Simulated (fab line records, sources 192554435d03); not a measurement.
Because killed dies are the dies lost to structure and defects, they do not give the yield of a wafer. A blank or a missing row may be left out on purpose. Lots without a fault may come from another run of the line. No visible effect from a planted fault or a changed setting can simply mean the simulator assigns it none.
Split-lot experiment + flow n5_finfet + 21 wafers read from 7 lots, route of 1938 steps

## THE SPLIT
At N5_MOL_CONTACT_COAG_EXPOSE_05 (exposes mask CA, defocus 0 nm), the setting dose_mj was moved away from the recipe's 38.25 on 7 of the 21 wafers read, by -4.7% to +6.5%. The other wafers ran this setting at the recipe's value.

## FROM THE SPLIT TO THE READING: what the file shows between them, 2 steps
- N5_MOL_CONTACT_COAG_PEB_06: peb time 60 s
- N5_MOL_CONTACT_COAG_DEVELOP_07: develop time 30 s

## THE READING
cd_nm at N5_MOL_CONTACT_COAG_CD_MEAS_08, given in nm (cd target 28 nm). Typical for fault-free wafers on this fab line: 27.94 nm, with standard deviation 0.24 nm.

| wafer  | tool, chamber at the split | dose_mj as run | against the recipe | cd_nm, nm | against lot-mates on the recipe |
|--------|----------------------------|----------------|--------------------|-----------|---------------------------------|
| L075.1 | euv_scanner-02, 0          | 38.25          | recipe             | 27.67     | -                               |
| L075.3 | euv_scanner-02, 0          | 38.25          | recipe             | 27.74     | -                               |
| L075.6 | euv_scanner-02, 0          | 38.25          | recipe             | 28.07     | -                               |
| L076.4 | euv_scanner-02, 0          | 40.74          | +6.5%              | 28.98     | +1.33                           |
| L076.5 | euv_scanner-02, 0          | 38.25          | recipe             | 27.94     | -                               |
| L076.6 | euv_scanner-02, 0          | 38.25          | recipe             | 27.36     | -                               |
| L084.1 | euv_scanner-02, 0          | 38.25          | recipe             | 28.03     | -                               |
| L084.2 | euv_scanner-02, 0          | 36.47          | -4.7%              | 26.98     | -0.93                           |
| L084.3 | euv_scanner-02, 0          | 38.25          | recipe             | 27.80     | -                               |
| L087.1 | euv_scanner-02, 0          | 38.25          | recipe             | 27.89     | -                               |
| L087.2 | euv_scanner-02, 0          | 37.28          | -2.5%              | 27.38     | -0.51                           |
| L087.6 | euv_scanner-02, 0          | 37.28          | -2.5%              | 27.75     | -0.14                           |
| L090.1 | euv_scanner-02, 0          | 37.14          | -2.9%              | 27.17     | -0.77                           |
| L090.3 | euv_scanner-02, 0          | 38.25          | recipe             | 27.94     | -                               |
| L090.6 | euv_scanner-02, 0          | 37.14          | -2.9%              | 27.41     | -0.53                           |
| L092.2 | euv_scanner-02, 0          | 39.1           | +2.2%              | 28.58     | +0.63                           |
| L092.3 | euv_scanner-02, 0          | 38.25          | recipe             | 27.90     | -                               |
| L092.6 | euv_scanner-02, 0          | 38.25          | recipe             | 27.99     | -                               |
| L097.1 | euv_scanner-02, 0          | 38.25          | recipe             | 28.03     | -                               |
| L097.5 | euv_scanner-02, 0          | 38.25          | recipe             | 28.08     | -                               |
| L097.6 | euv_scanner-02, 0          | 38.25          | recipe             | 27.66     | -                               |

FIT RESULTS
A straight line over all 21 wafers: cd_nm changes by +0.182 nm for each +1% of dose_mj; r = +0.90; the points scatter about the line by 0.2 nm.
The same after taking each lot's own level away (the mean of its wafers on the recipe; 21 wafers): +0.203 nm for each +1%; r = +0.93; scatter 0.18 nm.
The reading moves by 1.3 nm for the largest change in dose_mj, on that fit.
From 27.650 to 27.945 nm: that is the span of the lots' own levels, equal to 1.2 times the standard deviation above.
So the lot-to-lot level changes the slope: the two fits differ.
Check: for one of the wafers moved furthest among these (+6.5%), held out of the fit, the line's prediction against its lot-mates is +1.35 nm. It came out at +1.33 nm against them.

## ADDITIONAL SPLITS CARRIED BY THESE WAFERS
These wafers also went through other splits before the reading. Each is held against what the fit with the lots' levels taken away leaves over:
| other split on the same wafers | wafers away from the commonest value | r with cd_nm (lot level and that fit taken away) |
|--------------------------------|--------------------------------------|--------------------------------------------------|
| N5_HKMG_FIN_ETCH_55 bias_w     | 8                                    | -0.11                                            |

## THE WHOLE CHAIN: every reading that the file lists as answering this split, in the file's order
| step                           | what it does                                                        | reading                                                                        | change (the file's fit)               | r (the file's) |
|--------------------------------|---------------------------------------------------------------------|--------------------------------------------------------------------------------|---------------------------------------|----------------|
| N5_MOL_CONTACT_COAG_CD_MEAS_08 | target cd 28 nm                                                     | cd_nm                                                                          | +0.204 nm for each +1% of the setting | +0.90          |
| N5_MOL_CONTACT_COAG_ETCH_59    | etches underlayer in N2/H2, target depth 13 nm, time 10.4 s         | MOL_CONTACT_COAG.cd_offset_nm (the simulator's own value, which no gauge read) | +0.22 nm for each +1% of the setting  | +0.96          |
| N5_MOL_CONTACT_COAG_ETCH_105   | etches SiARC in CF4, target depth 15.6 nm, time 26 s                | MOL_CONTACT_COAG.cd_offset_nm (the simulator's own value, which no gauge read) | +0.237 nm for each +1% of the setting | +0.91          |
| N5_MOL_CONTACT_COAG_ETCH_106   | etches SOC in N2/H2, target depth 80 nm, overetch 16 nm, time 120 s | MOL_CONTACT_COAG.cd_offset_nm (the simulator's own value, which no gauge read) | +0.205 nm for each +1% of the setting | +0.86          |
| N5_MOL_CONTACT_COAG_ETCH_15    | etches SiNx in CH3F/O2, stops on Si:P, target depth 7 nm            | MOL_CONTACT_COAG.cd_offset_nm (the simulator's own value, which no gauge read) | +0.194 nm for each +1% of the setting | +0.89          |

## FILE'S OWN FIT
cd_nm changes by +0.204 nm for each +1% of dose_mj, r = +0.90.
